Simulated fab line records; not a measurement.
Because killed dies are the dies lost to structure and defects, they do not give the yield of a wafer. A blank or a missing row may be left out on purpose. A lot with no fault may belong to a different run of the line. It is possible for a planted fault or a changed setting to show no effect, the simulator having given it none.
Which tool did it? :: flow n5Finfet :: 12 lots with 36 wafers sampled at 2 steps, on a route of 1938 steps

## WHAT THE GAUGES READ, wafer by wafer
N5_BEOL_M6_OCD_MEAS_38.
lot: L076
measured: day 8 23:02
on: ocd-01
trenchDepthNm (nm): 89.9 93.5 93.4

lot: L077
measured: day 9 04:12
on: ocd-01
trenchDepthNm (nm): 94.7 92.5 91.8

lot: L079
measured: day 9 21:10
on: ocd-02
trenchDepthNm (nm): 91.5 92.0 92.3

lot: L080
measured: day 10 07:31
on: ocd-01
trenchDepthNm (nm): 93.3 93.0 89.2

lot: L083
measured: day 10 22:32
on: ocd-02
trenchDepthNm (nm): 92.7 93.2 92.7

lot: L086
measured: day 11 16:12
on: ocd-02
trenchDepthNm (nm): 90.3 92.0 94.8

lot: L088
measured: day 11 21:14
on: ocd-01
trenchDepthNm (nm): 93.0 93.8 98.5

lot: L089
measured: day 12 07:43
on: ocd-02
trenchDepthNm (nm): 96.3 95.0 93.5

lot: L093
measured: day 13 09:29
on: ocd-02
trenchDepthNm (nm): 93.4 93.9 94.5

lot: L092
measured: day 13 20:28
on: ocd-01
trenchDepthNm (nm): 93.8 94.0 94.4

lot: L095
measured: day 14 05:11
on: ocd-02
trenchDepthNm (nm): 94.9 93.8 91.0

lot: L097
measured: day 14 17:40
on: ocd-01
trenchDepthNm (nm): 90.5 91.2 95.0

## TOOL THAT RAN EACH LOT (tool first, then ch and the chambers of the sampled wafers, then the start)
lot: L076
N5_BEOL_M6_ILD_DEP_00: pecvd-03 ch 1,2, day 8 17:38

lot: L077
N5_BEOL_M6_ILD_DEP_00: pecvd-03 ch 0,1,2, day 9 00:44

lot: L079
N5_BEOL_M6_ILD_DEP_00: pecvd-03 ch 0,1, day 9 16:16

lot: L080
N5_BEOL_M6_ILD_DEP_00: pecvd-01 ch 0,1,2, day 10 01:44

lot: L083
N5_BEOL_M6_ILD_DEP_00: pecvd-04 ch 1,2, day 10 17:18

lot: L086
N5_BEOL_M6_ILD_DEP_00: pecvd-03 ch 1,2, day 11 08:38

lot: L088
N5_BEOL_M6_ILD_DEP_00: pecvd-04 ch 0,1, day 11 17:17

lot: L089
N5_BEOL_M6_ILD_DEP_00: pecvd-01 ch 1,2, day 12 02:10

lot: L093
N5_BEOL_M6_ILD_DEP_00: pecvd-03 ch 1, day 13 04:52

lot: L092
N5_BEOL_M6_ILD_DEP_00: pecvd-03 ch 1,2, day 13 15:32

lot: L095
N5_BEOL_M6_ILD_DEP_00: pecvd-04 ch 0,1, day 14 01:16

lot: L097
N5_BEOL_M6_ILD_DEP_00: pecvd-01 ch 1,2, day 14 12:14
- N5_BEOL_M6_ILD_DEP_00: deposits SiCOH lowk from DEMS/porogen, target thk 179.75 nm, time 33.4 s.

## THE ANSWER, worked out from the rows above alone
Rule: usual is defined by the lots themselves. The widest of any qualifying gaps counts: lots, ordered by their means at a reading, are off when they make up no more than a third of the lots, leave a main group of 4 or more, and stand apart from it by 3 or more times the standard deviation of that group's means. If all means in a main group match to the digits the tables above print for the reading, that group is not used. Also off: a lot with no number at a reading for which 4 or more lots have one. All remaining lots with rows at the step are treated as sound.
None of the lots is off at any reading shown; this tells nothing.

## WHAT HAD BEEN PUT IN BY THE SIMULATOR
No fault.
